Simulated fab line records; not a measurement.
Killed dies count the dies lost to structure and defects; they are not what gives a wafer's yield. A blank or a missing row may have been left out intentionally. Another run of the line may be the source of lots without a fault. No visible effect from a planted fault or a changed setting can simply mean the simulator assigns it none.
Chamber matching ; flow nand_harc ; NHARC_A_BLC_ALD_23 on ald_metal-03 has 4 sister chambers
The step deposits TiN, target thk 3 nm, pulse time 1 s, ald cycles 150. 8 wafers are shown with their chamber, then 6 later ones without.

WAFERS, EACH WITH ITS CHAMBER
wafer;chamber;heater_power_w (W);precursor_pulse_height_rel
L295.3;2;1145;1.000
L300.1;1;1071;0.976
L300.2;2;1119;0.992
L300.4;3;1058;0.990
L299.3;3;1024;0.998
L299.6;0;1063;0.967
L307.3;0;999;0.980
L307.4;1;1034;0.981

WAFERS MISSING THEIR CHAMBER
wafer;heater_power_w (W);precursor_pulse_height_rel
L307.6;1149;1.033
L309.1;1012;0.955
L309.4;1028;0.988
L308.1;1010;1.004
L308.4;1142;0.970
L308.6;1122;1.029

CHAMBER TAKEN BY EACH
wafer;from the rows above;in truth
L307.6;can't be placed: 2 or 3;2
L309.1;can't be placed: 0 or 1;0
L309.4;can't be placed: 3 or 1 or 0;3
L308.1;3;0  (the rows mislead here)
L308.4;can't be placed: 1 or 0 or 2 or 3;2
L308.6;can't be placed: 2 or 3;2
Correctly placed: 0 of 6. These rows do not allow placing 5 (true chamber among the candidates in 5). 1 placed wrongly.
How it was worked out, from the rows above alone: a wafer's distance from a chamber is the root of the sum, over the readings, of the square of ((its reading less the chamber's mean) divided by the reading's scatter). If the next closest chamber is less than 2 further off than the closest, the wafer can't be placed; otherwise it belongs to the closest. Each chamber's mean is taken over the wafers shown for it. The scatter: take each reading less its chamber's mean, square it, sum over the shown wafers, divide by the number of wafers less the number of chambers, and take the root.
